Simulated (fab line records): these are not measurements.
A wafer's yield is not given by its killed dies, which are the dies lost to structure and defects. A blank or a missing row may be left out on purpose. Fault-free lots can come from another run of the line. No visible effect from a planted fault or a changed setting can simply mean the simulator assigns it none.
Matching of chambers / flow nand-harc / rie-diel-09 running NHARC_A_CHANNEL_HOLE_D1_ETCH_38: 4 sister chambers
The step etches the open film in CF4, target depth 39 nm, time 65 s. 18 wafers are shown with their chamber, then 9 later ones without.

## WAFERS PAIRED WITH THEIR CHAMBERS
wafer=L996.2; chamber=3; drypump-motor-current-A (A)=5.5; oes-product-au (a.u.)=0.997; throttle-valve-pct (%)=13.295
wafer=L996.5; chamber=2; drypump-motor-current-A (A)=6.1; oes-product-au (a.u.)=0.977; throttle-valve-pct (%)=13.258
wafer=L996.6; chamber=3; drypump-motor-current-A (A)=5.5; oes-product-au (a.u.)=0.994; throttle-valve-pct (%)=13.293
wafer=L998.4; chamber=0; drypump-motor-current-A (A)=6.4; oes-product-au (a.u.)=1.004; throttle-valve-pct (%)=13.280
wafer=L998.5; chamber=1; drypump-motor-current-A (A)=6.1; oes-product-au (a.u.)=1.007; throttle-valve-pct (%)=13.272
wafer=L998.6; chamber=2; drypump-motor-current-A (A)=6.1; oes-product-au (a.u.)=0.988; throttle-valve-pct (%)=13.281
wafer=L100.2; chamber=3; drypump-motor-current-A (A)=5.5; oes-product-au (a.u.)=1.008; throttle-valve-pct (%)=13.295
wafer=L100.4; chamber=0; drypump-motor-current-A (A)=6.4; oes-product-au (a.u.)=1.016; throttle-valve-pct (%)=13.296
wafer=L100.5; chamber=2; drypump-motor-current-A (A)=6.0; oes-product-au (a.u.)=0.997; throttle-valve-pct (%)=13.282
wafer=L102.2; chamber=1; drypump-motor-current-A (A)=6.1; oes-product-au (a.u.)=0.996; throttle-valve-pct (%)=13.288
wafer=L102.5; chamber=3; drypump-motor-current-A (A)=5.5; oes-product-au (a.u.)=1.010; throttle-valve-pct (%)=13.279
wafer=L102.6; chamber=0; drypump-motor-current-A (A)=6.4; oes-product-au (a.u.)=1.005; throttle-valve-pct (%)=13.275
wafer=L103.1; chamber=3; drypump-motor-current-A (A)=5.5; oes-product-au (a.u.)=1.004; throttle-valve-pct (%)=13.298
wafer=L103.2; chamber=0; drypump-motor-current-A (A)=6.4; oes-product-au (a.u.)=1.015; throttle-valve-pct (%)=13.283
wafer=L103.4; chamber=2; drypump-motor-current-A (A)=6.0; oes-product-au (a.u.)=0.997; throttle-valve-pct (%)=13.276
wafer=L108.1; chamber=3; drypump-motor-current-A (A)=5.6; oes-product-au (a.u.)=1.010; throttle-valve-pct (%)=13.295
wafer=L108.5; chamber=1; drypump-motor-current-A (A)=6.1; oes-product-au (a.u.)=1.007; throttle-valve-pct (%)=13.284
wafer=L108.6; chamber=0; drypump-motor-current-A (A)=6.4; oes-product-au (a.u.)=1.000; throttle-valve-pct (%)=13.283

SIGNATURES (averages over the wafers above)
reading=drypump-motor-current-A; chamber 0=6.400; chamber 1=6.100; chamber 2=6.050; chamber 3=5.517; scatter within a chamber=0.0362
reading=oes-product-au; chamber 0=1.00800; chamber 1=1.00333; chamber 2=0.98975; chamber 3=1.00383; scatter within a chamber=0.00751
reading=throttle-valve-pct; chamber 0=13.28340; chamber 1=13.28133; chamber 2=13.27425; chamber 3=13.29250; scatter within a chamber=0.00838
Rule: for each reading, subtract the chamber's mean from the wafer's reading, divide by that reading's scatter and square the result; add these up over the readings and take the root, which gives the wafer's distance from the chamber. If the next closest chamber is less than 2 further off than the closest, the wafer can't be placed; otherwise it belongs to the closest. The scatter is the square root of a quotient: the sum, over the shown wafers, of each reading's squared deviation from its chamber's mean, divided by wafers minus chambers.

## WAFERS WITH NO CHAMBER GIVEN
wafer=L115.1; drypump-motor-current-A (A)=6.0; oes-product-au (a.u.)=0.993; throttle-valve-pct (%)=13.299
wafer=L115.2; drypump-motor-current-A (A)=5.6; oes-product-au (a.u.)=0.998; throttle-valve-pct (%)=13.287
wafer=L115.5; drypump-motor-current-A (A)=5.5; oes-product-au (a.u.)=0.986; throttle-valve-pct (%)=13.284
wafer=L116.3; drypump-motor-current-A (A)=6.1; oes-product-au (a.u.)=0.996; throttle-valve-pct (%)=13.273
wafer=L116.4; drypump-motor-current-A (A)=5.5; oes-product-au (a.u.)=0.985; throttle-valve-pct (%)=13.285
wafer=L116.6; drypump-motor-current-A (A)=5.5; oes-product-au (a.u.)=0.989; throttle-valve-pct (%)=13.270
wafer=L118.2; drypump-motor-current-A (A)=6.0; oes-product-au (a.u.)=0.981; throttle-valve-pct (%)=13.295
wafer=L118.5; drypump-motor-current-A (A)=6.1; oes-product-au (a.u.)=1.008; throttle-valve-pct (%)=13.288
wafer=L118.6; drypump-motor-current-A (A)=6.1; oes-product-au (a.u.)=0.992; throttle-valve-pct (%)=13.276

## THE CHAMBER EACH PASSED THROUGH
wafer=L115.1; from the rows above=can't be placed: 2 or 1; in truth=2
wafer=L115.2; from the rows above=3; in truth=3
wafer=L115.5; from the rows above=3; in truth=3
wafer=L116.3; from the rows above=can't be placed: 1 or 2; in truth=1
wafer=L116.4; from the rows above=3; in truth=3
wafer=L116.6; from the rows above=3; in truth=3
wafer=L118.2; from the rows above=can't be placed: 2 or 1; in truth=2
wafer=L118.5; from the rows above=1; in truth=1
wafer=L118.6; from the rows above=can't be placed: 2 or 1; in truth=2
Placed correctly: 5 of 9. Can't be placed from these rows: 4 (the true chamber is among the candidates in 4). Number placed wrongly: 0.
